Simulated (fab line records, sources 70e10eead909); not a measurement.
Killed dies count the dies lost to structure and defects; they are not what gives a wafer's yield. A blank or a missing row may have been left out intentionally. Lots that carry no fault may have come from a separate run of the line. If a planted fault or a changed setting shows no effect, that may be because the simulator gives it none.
fab line records	flow nand-harc
record: lots: 14	wafers: 42	last-day: 33
route steps=1302 shown A_ZERO_WELL@401 A_SOURCE_PLATE@420 A_ONON_D1@425 END@1302
lots with no fault: from the same line, run without faults
start-h: hours from the record's first day to the start of the lot's first wafer shown	wait-h: hours elapsed since this lot's preceding step	" repeats the value in the row above	L1.1+2: several wafers, shown together as one row	- no value, or no start given	* or withheld: withheld	< > ~ a bound
route shown NAME@n: names a module that has steps shown in the file, with the first one's number in the route	usual: mean and standard deviation over wafers with no fault	same: alike in all rows	chamber/n: place in a boat	sites: each site's reading	_std_site: their standard deviation	_edge_site: mean of outer sites minus mean of inner sites	radius-mm: for every site, how far away it sits from the centre of the wafer	mask NAME#n: copy n	behind: the most recent tool/chamber to have shaped the wafer	hold: why the lot was held/for how many hours/how that ended	device: whichever transistor did not switch (one of n, p or np)	end of line: tests run on the same wafers once the route is complete	for a step that has no rows: nothing shown but its recipe	killed: not the wafer's yield, but the dies lost to structure and defects at the first sort	map: shows each die of a wafer: x if killed, . if not, _ if none is there
set.NAME: the setting as run; set.NAME@STEP: as run at that earlier step	model.NAME: the simulator's own value behind a step, which no gauge read
steps of the route over a sample of lots; a table a step, a row a wafer
services: when a tool's chamber went out of use (start-h, in hours from the record's first day, below 0 if earlier), for how many hours, and the reason
== steps ==
step: NHARC_A_ZERO_WELL_CD_MEAS_10
recipe: target-cd-nm: 2000	landing-energy-ev: 500
usual: cd-nm: 1999.9/1.8
lot.wafer	tool	chamber	start-h	wait-h	cd-nm
L335.4	cd-sem-03	0	149.64	-	1999.2
L335.5	"	0	"	"	2000.7
L335.6	"	0	"	"	1998.8
L336.1	cd-sem-02	0	163.22	-	2001.0
L336.3	"	0	"	"	1996.5
L336.4	"	0	"	"	1999.0
L337.3	cd-sem-03	0	168.32	-	2000.0
L337.5	"	0	"	"	1999.7
L337.6	"	0	"	"	2002.0
L338.1	cd-sem-03	0	179.56	-	2000.0
L338.4	"	0	"	"	2001.1
L338.5	"	0	"	"	2000.2
L339.3	cd-sem-03	0	192.60	-	1998.9
L339.4	"	0	"	"	1997.6
L339.6	"	0	"	"	1998.9
L341.1	cd-sem-02	0	205.91	-	2001.0
L341.2	"	0	"	"	2000.9
L341.5	"	0	"	"	1999.9
L342.1	cd-sem-03	0	219.07	-	1999.5
L342.3	"	0	"	"	1999.3
L342.6	"	0	"	"	1996.6
L344.1	cd-sem-02	0	237.81	-	1998.4
L344.2	"	0	"	"	2001.0
L344.3	"	0	"	"	1999.5
L345.3	cd-sem-03	0	248.15	-	2000.8
L345.5	"	0	"	"	1998.6
L345.6	"	0	"	"	2001.1
L346.2	cd-sem-03	0	256.02	-	2001.4
L346.5	"	0	"	"	1999.4
L346.6	"	0	"	"	2000.4
L348.2	cd-sem-02	0	283.18	-	2001.5
L348.5	"	0	"	"	1997.5
L348.6	"	0	"	"	2000.7
L351.2	cd-sem-03	0	308.73	-	2000.1
L351.3	"	0	"	"	2001.4
L351.4	"	0	"	"	2001.4
L352.1	cd-sem-03	0	320.13	-	1996.7
L352.3	"	0	"	"	1997.6
L352.6	"	0	"	"	1998.7
L357.3	cd-sem-01	0	372.33	-	2002.4
L357.4	"	0	"	"	2001.3
L357.5	"	0	"	"	1999.2
step: NHARC_A_SOURCE_PLATE_THK_MEAS_06
recipe: thk-meas-gauge: ellipsometry
usual: thk-nm: 200.0/2.2
lot.wafer	tool	chamber	start-h	wait-h	thk-nm
L335.4	film-metro-01	-	168.60	0.4	199.1
L335.5	"	-	"	"	201.5
L335.6	"	-	"	"	198.0
L336.1	film-metro-02	-	187.12	0.4	202.5
L336.3	"	-	"	"	203.1
L336.4	"	-	"	"	201.7
L337.3	film-metro-01	-	187.12	0.4	204.0
L337.5	"	-	"	"	202.7
L337.6	"	-	"	"	202.1
L338.1	film-metro-01	-	203.03	0.4	197.0
L338.4	"	-	"	"	197.9
L338.5	"	-	"	"	197.7
L339.3	film-metro-02	-	214.45	0.4	199.5
L339.4	"	-	"	"	200.9
L339.6	"	-	"	"	201.4
L341.1	film-metro-02	-	232.99	0.4	202.6
L341.2	"	-	"	"	199.9
L341.5	"	-	"	"	202.6
L342.1	film-metro-01	-	242.47	0.4	199.1
L342.3	"	-	"	"	200.8
L342.6	"	-	"	"	199.4
L344.1	film-metro-02	-	262.13	0.4	200.2
L344.2	"	-	"	"	200.5
L344.3	"	-	"	"	199.5
L345.3	film-metro-01	-	269.96	0.4	197.8
L345.5	"	-	"	"	200.2
L345.6	"	-	"	"	197.2
L346.2	film-metro-02	-	276.81	0.4	199.3
L346.5	"	-	"	"	195.3
L346.6	"	-	"	"	196.3
L348.2	film-metro-01	-	306.49	0.4	203.0
L348.5	"	-	"	"	202.7
L348.6	"	-	"	"	204.9
L351.2	film-metro-02	-	330.14	0.4	196.3
L351.3	"	-	"	"	200.1
L351.4	"	-	"	"	197.7
L352.1	film-metro-01	-	343.26	0.4	199.0
L352.3	"	-	"	"	198.5
L352.6	"	-	"	"	202.4
L357.3	film-metro-01	-	393.44	0.4	197.3
L357.4	"	-	"	"	196.8
L357.5	"	-	"	"	196.8
step: NHARC_A_ONON_D1_THK_MEAS_02
recipe: thk-meas-gauge: ellipsometry
usual: thk-nm: 1000/10
lot.wafer	tool	chamber	start-h	wait-h	thk-nm
L335.4	film-metro-02	-	169.26	-	980
L335.5	"	-	"	"	981
L335.6	"	-	"	"	983
L336.1	film-metro-02	-	187.75	-	994
L336.3	"	-	"	"	997
L336.4	"	-	"	"	996
L337.3	film-metro-01	-	187.76	-	1009
L337.5	"	-	"	"	1009
L337.6	"	-	"	"	1009
L338.1	film-metro-02	-	203.71	-	1005
L338.4	"	-	"	"	1005
L338.5	"	-	"	"	1005
L339.3	film-metro-01	-	215.09	-	989
L339.4	"	-	"	"	987
L339.6	"	-	"	"	989
L341.1	film-metro-01	-	233.65	-	993
L341.2	"	-	"	"	994
L341.5	"	-	"	"	993
L342.1	film-metro-02	-	243.15	-	997
L342.3	"	-	"	"	995
L342.6	"	-	"	"	996
L344.1	film-metro-02	-	262.76	-	1014
L344.2	"	-	"	"	1016
L344.3	"	-	"	"	1016
L345.3	film-metro-01	-	270.65	-	1003
L345.5	"	-	"	"	1002
L345.6	"	-	"	"	1002
L346.2	film-metro-02	-	277.50	-	1005
L346.5	"	-	"	"	1006
L346.6	"	-	"	"	1006
L348.2	film-metro-02	-	307.13	-	1004
L348.5	"	-	"	"	1003
L348.6	"	-	"	"	1004
L351.2	film-metro-02	-	330.82	-	1001
L351.3	"	-	"	"	999
L351.4	"	-	"	"	1000
L352.1	film-metro-01	-	343.90	-	1016
L352.3	"	-	"	"	1016
L352.6	"	-	"	"	1016
L357.3	film-metro-02	-	394.08	-	985
L357.4	"	-	"	"	987
L357.5	"	-	"	"	986
step: NHARC_A_ONON_D1_DEP_09
recipe: target-thk-a: 10000	n2-flow-sccm: 2750	n2o-flow-sccm: 2000	nh3-flow-sccm: 500	sih4-flow-sccm: 210	temp-c: 400
lot.wafer	tool	chamber	start-h	wait-h
L335.4+5+6	pecvd-onon-02	0	170.62	0.2
L336.1+3+4	pecvd-onon-01	0	188.95	0.1
L337.3+5+6	pecvd-onon-04	0	189.08	0.2
L338.1+4+5	pecvd-onon-02	0	204.90	0.1
L339.3+4+6	pecvd-onon-04	0	216.39	0.2
L341.1+2+5	pecvd-onon-02	0	234.84	0.1
L342.1+3+6	pecvd-onon-04	0	244.33	0.1
L344.1+2+3	pecvd-onon-04	0	263.96	0.1
L345.3+5+6	pecvd-onon-04	0	271.95	0.2
L346.2+5+6	pecvd-onon-02	0	278.75	0.1
L348.2+5+6	pecvd-onon-01	0	308.37	0.1
L351.2+3+4	pecvd-onon-02	0	332.06	0.1
L352.1+3+6	pecvd-onon-02	0	345.10	0.1
L357.3+4+5	pecvd-onon-01	0	395.39	0.2
step: NHARC_A_ONON_D1_THK_MEAS_11
recipe: thk-meas-gauge: ellipsometry
usual: thk-nm: 999/11
lot.wafer	tool	chamber	start-h	wait-h	thk-nm
L335.4	film-metro-02	-	170.95	-	1007
L335.5	"	-	"	"	1010
L335.6	"	-	"	"	1007
L336.1	film-metro-01	-	189.46	-	996
L336.3	"	-	"	"	999
L336.4	"	-	"	"	999
L337.3	film-metro-02	-	189.48	-	1000
L337.5	"	-	"	"	999
L337.6	"	-	"	"	1000
L338.1	film-metro-01	-	205.41	-	1003
L338.4	"	-	"	"	1003
L338.5	"	-	"	"	1004
L339.3	film-metro-01	-	216.78	-	1021
L339.4	"	-	"	"	1023
L339.6	"	-	"	"	1020
L341.1	film-metro-01	-	235.36	-	986
L341.2	"	-	"	"	986
L341.5	"	-	"	"	985
L342.1	film-metro-02	-	244.84	-	995
L342.3	"	-	"	"	998
L342.6	"	-	"	"	998
L344.1	film-metro-01	-	264.47	-	990
L344.2	"	-	"	"	990
L344.3	"	-	"	"	990
L345.3	film-metro-02	-	272.35	-	1000
L345.5	"	-	"	"	1000
L345.6	"	-	"	"	1000
L346.2	film-metro-02	-	279.20	-	1008
L346.5	"	-	"	"	1009
L346.6	"	-	"	"	1008
L348.2	film-metro-02	-	308.83	-	993
L348.5	"	-	"	"	990
L348.6	"	-	"	"	992
L351.2	film-metro-02	-	332.52	-	614
L351.3	"	-	"	"	615
L351.4	"	-	"	"	615
L352.1	film-metro-02	-	345.60	-	589
L352.3	"	-	"	"	590
L352.6	"	-	"	"	589
L357.3	film-metro-01	-	395.79	-	978
L357.4	"	-	"	"	978
L357.5	"	-	"	"	978
step: NHARC_END_SORT_01
recipe: temp-c: 25
usual: killed-at-array: 58/20	killed-at-other: 1.0/1.2	killed-at-periphery: 4.1/3	killed-dies: 63/20	killed-open: 3.2/1.7	killed-short: 2.5/1.5
same: gross-dies: 677
lot.wafer	tool	chamber	start-h	wait-h	killed-at-array	killed-at-other	killed-at-periphery	killed-dies	killed-open	killed-short
L339.3	prober-01	0	609.46	3.1	102	1	8	111	4	2
L339.4	prober-01	0	610.27	3.4	79	2	2	83	2	2
L339.6	prober-01	0	611.88	4.0	82	4	7	93	5	2
L351.2	prober-01	0	719.41	2.8	675	0	2	677	4	5
L351.3	prober-01	0	720.22	3.1	672	2	3	677	2	6
L351.4	prober-01	0	721.03	3.4	677	0	0	677	2	3
L352.1	prober-02	0	735.06	2.5	675	1	1	677	4	1
L352.3	prober-02	0	736.68	3.1	674	0	3	677	4	7
L352.6	prober-02	0	739.10	4.0	674	0	3	677	3	3
killed by level:class
L339.3 A_SLIT:chamber-film-flake=39 A_CHANNEL_HOLE_D1:chamber-film-flake=31 A_CHANNEL_HOLE_D2:chamber-film-flake=24 P_BONDPAD:chamber-film-flake=3 A_ZERO_WELL:chamber-film-flake=3 P_M1:geometric-particle:open=2 P_CONTACT:geometric-particle:short=1 A_SOURCE_PLATE:geometric-particle:short=1
L339.4 A_SLIT:chamber-film-flake=30 A_CHANNEL_HOLE_D2:chamber-film-flake=22 A_CHANNEL_HOLE_D1:chamber-film-flake=17 A_STAIRCASE:chamber-film-flake=3 A_CONTACT:chamber-film-flake=2 THIN_TSV:chamber-film-flake=2 P_M0:geometric-particle:short=1 A_ONON_D1:geometric-particle:open=1
L339.6 A_SLIT:chamber-film-flake=29 A_CHANNEL_HOLE_D2:chamber-film-flake=21 A_CHANNEL_HOLE_D1:chamber-film-flake=21 THIN_TSV:chamber-film-flake=4 P_STI:chamber-film-flake=2 P_M2:chamber-film-flake=2 P_BONDPAD:chamber-film-flake=2 A_SGD_CUT:chamber-film-flake=2
L351.2 A_ONON_D1:area-dep=594 A_SLIT:chamber-film-flake=23 A_CHANNEL_HOLE_D1:chamber-film-flake=21 A_CHANNEL_HOLE_D2:chamber-film-flake=19 A_CHANNEL_FILL_D2:chamber-film-flake=4 A_STAIRCASE:chamber-film-flake=3 A_CONTACT:chamber-film-flake=3 A_WL_FILL:geometric-particle:short=2
L351.3 A_ONON_D1:area-dep=573 A_SLIT:chamber-film-flake=33 A_CHANNEL_HOLE_D1:chamber-film-flake=30 A_CHANNEL_HOLE_D2:chamber-film-flake=22 A_CHANNEL_FILL_D1:geometric-particle:short=3 A_CONTACT:chamber-film-flake=3 A_BLC:geometric-particle:open=2 P_M1:chamber-film-flake=2
L351.4 A_ONON_D1:area-dep=578 A_SLIT:chamber-film-flake=44 A_CHANNEL_HOLE_D2:chamber-film-flake=23 A_CHANNEL_HOLE_D1:chamber-film-flake=19 A_CONTACT:chamber-film-flake=5 A_CHANNEL_FILL_D2:chamber-film-flake=2 A_ONON_D1:geometric-particle:short=1 A_ONON_D1:geometric-particle:open=1
L352.1 A_ONON_D1:area-dep=603 A_SLIT:chamber-film-flake=37 A_CHANNEL_HOLE_D1:chamber-film-flake=17 A_CONTACT:chamber-film-flake=7 A_DECK1_JOINT:chamber-film-flake=2 A_ONON_D2:geometric-particle:open=1 A_SGD_CUT:geometric-particle:open=1 A_WL_FILL:geometric-particle:short=1
L352.3 A_ONON_D1:area-dep=604 A_SLIT:chamber-film-flake=39 A_CHANNEL_HOLE_D1:chamber-film-flake=14 A_CONTACT:chamber-film-flake=4 A_M0:geometric-particle:short=3 A_ONON_D1:geometric-particle:open=2 A_WL_FILL:chamber-film-flake=2 P_GATE:geometric-particle:short=1
L352.6 A_ONON_D1:area-dep=617 A_SLIT:chamber-film-flake=27 A_CHANNEL_HOLE_D1:chamber-film-flake=13 A_CONTACT:chamber-film-flake=8 A_STAIRCASE:chamber-film-flake=2 A_WL_FILL:chamber-film-flake=2 P_CONTACT:geometric-particle:short=1 P_M2:geometric-particle:open=1
== services ==
tool	chamber	start-h	hours	kind
pecvd-onon-04	-	168.16	0.8	repair
pecvd-onon-02	-	185.00	13.0	pm
pecvd-onon-02	-	201.39	1.7	repair
pecvd-onon-01	-	269.23	13.0	pm
pecvd-onon-04	-	311.18	13.0	pm
pecvd-onon-02	-	366.00	13.0	pm
== key ==
first-sign: step: NHARC_A_ONON_D1_THK_MEAS_11	reading: thk-nm	direction: down	sigmas: 35	usual: 999	struck: 602
effect: step: NHARC_END_SORT_01	reading: killed-dies	direction: up	sigmas: 31	usual: 63	struck: 677
more-kills-born-at: NHARC_A_ONON_D1_DEP_09@pecvd-onon-02: 3569
met-at NHARC_A_ONON_D1_DEP_09
struck-lots L351,L352
struck-wafers L351.2,L351.3,L351.4,L352.1,L352.3,L352.6
later-rows-left-out L351.2,L351.3,L351.4,L352.1,L352.3,L352.6
tester-left-out L351,L352
not-acting-at NHARC_A_ZERO_WELL_CD_MEAS_10,NHARC_A_SOURCE_PLATE_THK_MEAS_06,NHARC_A_ONON_D1_THK_MEAS_02
onset-between 278.75 332.06
fault: kind: process-parameter-drift	tool: pecvd-onon-02	chamber: 0	onset-h: 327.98	steps: NHARC_A_ONON_D1_DEP_09	channel: target-thk-a	offset: *	shape: step	end-h: 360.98	acts-in: *	stated: *
tester-left-out: of these lots the tester's yield and bins aren't shown, on N5 and GAA mostly nor the transistor test; their killed dies are dies lost to structure and defects alone, not to doping, threshold or leakage, so they don't give the yield
later-rows-left-out: the simulator's readings of these wafers behind a module that went badly wrong aren't trusted and aren't shown, but for the sort
